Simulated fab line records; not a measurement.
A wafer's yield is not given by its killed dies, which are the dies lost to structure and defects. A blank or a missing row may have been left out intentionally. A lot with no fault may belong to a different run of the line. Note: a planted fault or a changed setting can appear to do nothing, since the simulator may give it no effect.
fab line records | flow n5-finfet
[record] lots = 12 wafers = 32 last-day = 17
route steps=1938 shown MIM_BOT_LITHO@1865 TV_LITHO@1885 TV_OPEN@1888 PAD_METAL@1895
lots that met no fault: from a run of the same line without faults
start-h: start of the lot's first displayed wafer, in hours after the record's first day | wait-h: hours from the lot's prior step to this one | " as in the row above | L1.1+2: one row covering several wafers at once | - no value present, or no start provided | * or withheld: withheld | < > ~ a bound
route shown NAME@n: names a module that has steps shown in the file, with the first one's number in the route | usual: mean/standard deviation taken from wafers without a fault | same: alike in all rows | chamber/n: place in a boat | sites: the reading at each site | _std_site: standard deviation across them | _edge_site: inner sites' mean taken away from outer sites' mean | radius-mm: for every site, how far away it sits from the centre of the wafer | mask NAME#n: copy n | behind: tool/chamber where the wafer was last shaped | hold: cause of the lot's hold/its duration in hours/its outcome | device: the n, p or np transistor that did not switch | end of line: the same wafers' tests at the end of the route | for a step that has no rows: nothing shown but its recipe | killed: not the wafer's yield, but the dies lost to structure and defects at the first sort | map: a wafer's dies, x killed, . not, _ none there
set.NAME: setting as actually run; set.NAME@STEP: the setting as run at that earlier step | model.NAME: the simulator's own value behind a step, which no gauge read
route steps across a sampled set of lots; one table per step, one row per wafer
services: from which hour (start-h, from the record's first day; less than 0 if before it) a tool's chamber was out of use, for how many hours, and why
[[steps]]
[step N5_MIM_BOT_LITHO_DESCUM_10]
[recipe] chemistry = O2 time-s = 7.9 source-power-w = 50 bias-power-w = 20 pressure-mtorr = 20 rf-frequency-hz = 2.712e+07 temp-c = 40 o2-flow-sccm = 225
[usual] bias-power-w = 20.01/0.064 drypump-motor-current-A = 5.7/0.37 oes-product-au = 0.80/0.042 rf-vpp-V = 243.8/1.2 showerhead-plenum-p-Torr = 2.13/0.069 throttle-valve-pct = 20.37/0.24
[same] time-s = 7.9
// columns lot.wafer tool chamber start-h wait-h bias-power-w drypump-motor-current-A oes-product-au rf-hours-counter-h rf-vpp-V showerhead-plenum-p-Torr throttle-valve-pct
L763.1 rie-diel-03 2 274.08 0.0 20.06 5.5 0.85 69 244.1 2.21 20.62
L763.2 " 0 " " 20.09 6.1 0.80 130 243.3 2.08 20.67
L766.2 rie-diel-06 0 291.25 0.0 19.98 6.1 0.81 94 246.1 2.22 20.19
L766.3 " 2 " " 20.06 5.1 0.82 69 243.1 2.12 19.99
L766.6 " 2 " " 20.02 5.1 0.83 - 244.9 2.12 20.00
L767.1 rie-diel-06 1 291.50 0.0 20.04 6.1 0.74 140 242.0 2.03 20.58
L767.2 " 3 " " 19.89 5.8 0.81 112 244.9 2.17 20.12
L767.5 " 2 " " 20.13 5.1 0.82 - 243.7 2.12 19.99
L769.1 rie-diel-06 3 291.66 0.0 20.02 5.8 0.81 112 245.4 2.17 20.12
L769.2 " 1 " " 19.99 6.1 0.75 140 242.2 2.03 20.56
L769.6 " 3 " " 20.11 5.8 0.80 - 244.4 2.17 20.13
L768.1 rie-diel-03 1 295.48 0.0 20.05 5.7 0.85 55 245.0 2.24 20.44
L768.5 " 3 " " 20.06 5.6 0.80 - 243.0 2.12 20.37
L768.6 " 2 " " 20.02 5.5 0.84 - 244.3 2.20 20.62
L770.3 rie-diel-02 1 302.38 0.0 19.93 5.7 0.90 30 243.9 2.12 19.95
L770.4 " 0 " " 19.89 6.4 0.86 74 243.2 2.02 20.62
L771.1 rie-diel-03 0 317.66 0.0 20.00 6.1 0.79 146 242.8 2.08 20.71
L771.3 " 1 " " 20.01 5.7 0.84 65 244.5 2.24 20.46
L772.4 rie-diel-06 0 336.02 0.4 20.05 6.2 0.78 110 243.7 2.21 20.20
L772.5 " 0 " " 20.00 6.2 0.78 - 244.6 2.21 20.22
L772.6 " 3 " " 19.95 5.8 0.79 - 245.6 2.17 20.14
L775.2 rie-diel-03 0 336.26 0.6 20.03 6.2 0.77 154 241.6 2.07 20.72
L775.4 " 1 " " 19.92 5.7 0.83 72 245.4 2.23 20.47
L775.6 " 3 " " 20.01 5.7 0.78 - 243.1 2.11 20.42
L779.2 rie-diel-02 1 370.86 0.0 20.07 5.7 0.87 43 242.2 2.11 19.98
L779.5 " 2 " " 19.99 5.6 0.89 - 241.8 2.05 20.24
L779.6 " 3 " " 19.89 4.9 0.75 - 243.7 2.11 20.22
L783.2 rie-diel-03 1 395.00 0.0 20.06 5.7 0.80 95 244.8 2.23 20.51
L783.5 " 3 " " 19.94 5.6 0.77 - 242.2 2.11 20.43
L786.1 rie-diel-02 2 407.87 0.2 19.98 5.6 0.86 49 242.9 2.04 20.28
L786.3 " 0 " " 20.06 6.4 0.83 100 241.7 2.01 20.66
L786.4 " 3 " " 20.06 4.9 0.73 161 244.1 2.10 20.26
[step N5_PASSIVATION_INSPECT_61]
[recipe] mode = adi inspect-instrument = macro
[usual] raw-defect-count = 2.1/1.5
// columns lot.wafer tool chamber start-h wait-h raw-defect-count
L763.1 defect-inspect-02 - 275.67 0.0 1
L763.2 " - " " 5
L766.2 defect-inspect-02 - 292.73 0.0 5
L766.3 " - " " 2
L766.6 " - " " 1
L767.1 defect-inspect-02 - 293.17 0.0 2
L767.2 " - " " 2
L767.5 " - " " 2
L769.1 defect-inspect-01 - 294.82 0.0 1
L769.2 " - " " 2
L769.6 " - " " 1
L768.1 defect-inspect-02 - 299.16 0.0 2
L768.5 " - " " 1
L768.6 " - " " 0
L770.3 defect-inspect-02 - 304.09 0.0 1
L770.4 " - " " 2
L771.1 defect-inspect-01 - 319.27 0.0 2
L771.3 " - " " 0
L772.4 defect-inspect-02 - 341.11 0.0 3
L772.5 " - " " 1
L772.6 " - " " 3
L775.2 defect-inspect-02 - 341.30 0.0 1
L775.4 " - " " 3
L775.6 " - " " 2
L779.2 defect-inspect-01 - 372.82 0.0 4
L779.5 " - " " 1
L779.6 " - " " 0
L783.2 defect-inspect-02 - 396.79 0.0 3
L783.5 " - " " 0
L786.1 defect-inspect-01 - 410.44 0.0 2
L786.3 " - " " 3
L786.4 " - " " 1
[step N5_PASSIVATION_VIA_ETCH_13]
[recipe] chemistry = CHF3/O2 target = SiO2 target-depth-a = 6600 CHF3_flow_sccm = 50 O2_flow_sccm = 5 Ar_flow_sccm = 200 time-s = 330 mask-material = PR pressure-mtorr = 30 source-w = 650 bias-w = 170 ion-energy-ev = 200 ends = cleared
[usual] CHF3_flow_sccm = 49.98/0.17 bias-w = 169.9/0.51 drypump-motor-current-A = 5.9/0.53 etch-rf-on-time-s = 235/4.9 oes-product-au = 0.71/0.074 rf-vpp-V = 521/14 showerhead-plenum-p-Torr = 2.41/0.061 throttle-valve-pct = 19.0/0.33
// columns lot.wafer tool chamber start-h wait-h CHF3_flow_sccm bias-w drypump-motor-current-A etch-rf-on-time-s oes-product-au rf-hours-counter-h rf-vpp-V showerhead-plenum-p-Torr throttle-valve-pct
L763.1 rie-diel-05 1 275.87 0.0 49.86 170.6 5.8 233 0.65 180 515 2.30 19.2
L763.2 " 2 " " 50.03 170.0 5.2 228 0.65 199 519 2.40 18.8
L766.2 rie-diel-01 2 292.92 0.0 49.86 170.5 5.4 236 0.77 47 535 2.36 18.9
L766.3 " 3 " " 50.21 169.0 5.2 227 0.74 82 522 2.44 19.1
L766.6 " 3 " " 50.02 169.5 5.3 225 0.74 - 521 2.44 19.1
L767.1 rie-diel-01 2 293.40 0.0 49.93 171.0 5.3 238 0.78 48 535 2.36 18.9
L767.2 " 3 " " 49.91 169.9 5.2 225 0.74 82 523 2.44 19.1
L767.5 " 2 " " 50.04 170.7 5.3 240 0.78 - 536 2.36 18.9
L769.1 rie-diel-01 0 295.03 0.0 50.38 170.3 6.7 239 0.73 89 535 2.52 18.8
L769.2 " 2 " " 50.12 170.7 5.3 240 0.77 48 534 2.36 18.9
L769.6 " 0 " " 50.24 170.1 6.8 240 0.74 - 536 2.52 18.8
L768.1 rie-diel-04 2 299.35 0.0 49.94 170.9 6.4 237 0.64 177 512 2.33 19.4
L768.5 " 1 " " 49.82 170.4 5.5 238 0.66 - 500 2.42 18.9
L768.6 " 0 " " 49.95 169.7 6.5 239 0.85 - 540 2.46 18.7
L770.3 rie-diel-04 0 304.37 0.0 49.78 169.6 6.5 234 0.85 12 539 2.46 18.7
L770.4 " 2 " " 50.18 169.2 6.4 238 0.64 178 513 2.33 19.4
L771.1 rie-diel-04 3 319.46 0.0 50.12 169.1 5.4 227 0.81 28 530 2.45 18.4
L771.3 " 1 " " 50.11 170.0 5.6 230 0.66 160 499 2.41 18.9
L772.4 rie-diel-04 0 341.51 0.0 50.28 170.1 6.5 236 0.82 23 540 2.46 18.7
L772.5 " 1 " " 49.91 169.5 5.6 238 0.66 - 499 2.41 19.0
L772.6 " 0 " " 50.11 170.0 6.5 237 0.83 - 540 2.46 18.7
L775.2 rie-diel-05 3 341.53 0.0 50.09 223.5 6.3 216 0.73 148 630 2.42 19.4
L775.4 " 1 " " 49.99 168.9 5.8 246 0.63 - 516 2.29 19.2
L775.6 " 2 " " 49.88 169.5 5.2 236 0.64 - 518 2.39 18.8
L779.2 rie-diel-05 3 373.01 0.0 50.02 224.0 6.3 218 0.72 158 629 2.42 19.4
L779.5 " 2 " " 49.89 171.2 5.2 240 0.63 - 518 2.39 18.9
L779.6 " 3 " " 50.07 224.5 6.3 225 0.71 - 629 2.42 19.4
L783.2 rie-diel-04 1 397.05 0.0 49.76 170.0 5.6 234 0.64 186 501 2.40 19.0
L783.5 " 1 " " 49.91 170.1 5.6 243 0.64 - 499 2.40 19.0
L786.1 rie-diel-04 1 410.63 0.0 50.30 169.5 5.6 241 0.64 190 501 2.40 19.0
L786.3 " 2 " " 50.02 169.7 6.4 236 0.62 212 511 2.32 19.5
L786.4 " 0 " " 50.23 169.5 6.5 240 0.78 45 542 2.45 18.8
[step N5_PASSIVATION_SPUTTER_20]
[recipe] material = TaN target-thk-a = 500 temp-c = 25 chamber-pressure-pa = 0.4
[usual] throttle-valve-pct = 30.2/0.87
// columns lot.wafer tool chamber start-h wait-h throttle-valve-pct
L763.1 pvd-sputter-02 - 276.37 0.0 29.2
L763.2 " - " " 29.0
L766.2 pvd-sputter-02 - 293.64 0.0 29.0
L766.3 " - " " 29.3
L766.6 " - " " 30.4
L767.1 pvd-sputter-01 - 294.94 0.0 29.6
L767.2 " - " " 31.7
L767.5 " - " " 30.9
L769.1 pvd-sputter-03 - 296.34 0.0 30.1
L769.2 " - " " 29.4
L769.6 " - " " 30.0
L768.1 pvd-sputter-01 - 300.03 0.0 30.7
L768.5 " - " " 29.4
L768.6 " - " " 32.0
L770.3 pvd-sputter-02 - 304.87 0.0 29.0
L770.4 " - " " 30.0
L771.1 pvd-sputter-03 - 320.84 0.0 30.1
L771.3 " - " " 30.1
L772.4 pvd-sputter-01 - 342.07 0.0 31.8
L772.5 " - " " 31.1
L772.6 " - " " 31.6
L775.2 pvd-sputter-03 - 342.10 0.0 30.1
L775.4 " - " " 30.1
L775.6 " - " " 29.3
L779.2 pvd-sputter-03 - 373.62 0.0 29.4
L779.5 " - " " 29.5
L779.6 " - " " 30.2
L783.2 pvd-sputter-01 - 398.14 0.0 31.8
L783.5 " - " " 30.5
L786.1 pvd-sputter-03 - 411.56 0.0 29.6
L786.3 " - " " 30.2
L786.4 " - " " 30.1
[[services]]
// columns tool chamber start-h hours kind
pvd-sputter-01 - 265.60 4.9 repair
rie-diel-01 1 286.80 6.7 repair
rie-diel-05 0 300.39 21.1 repair
rie-diel-05 2 303.66 4.9 repair
pvd-sputter-02 - 306.05 1.9 repair
rie-diel-06 - 307.32 2.8 pm
rie-diel-02 - 329.88 24.2 repair
rie-diel-05 0 334.70 17.2 repair
pvd-sputter-03 - 352.94 1.0 repair
rie-diel-01 3 375.65 2.5 repair
rie-diel-06 2 386.98 7.8 repair
rie-diel-05 3 396.61 3.4 repair
pvd-sputter-01 - 403.33 0.7 repair
[[key]]
[first-sign] step = N5_PASSIVATION_VIA_ETCH_13 reading = bias-w direction = up sigmas = 99+ usual = * struck = *
[effect] step = N5_PASSIVATION_VIA_ETCH_13 reading = rf-vpp-V direction = up sigmas = 7.5 usual = 521 struck = 629
met-at N5_PASSIVATION_VIA_ETCH_13
struck-lots L775,L779
struck-wafers L775.2,L779.2,L779.6
not-acting-at N5_MIM_BOT_LITHO_DESCUM_10,N5_PASSIVATION_INSPECT_61,N5_PASSIVATION_SPUTTER_20
[fault] kind = process-parameter-drift tool = rie-diel-05 chamber = 3 onset-h = 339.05 steps = N5_PASSIVATION_VIA_ETCH_13 channel = bias-w offset = * shape = step end-h = 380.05 acts-in = * stated = *
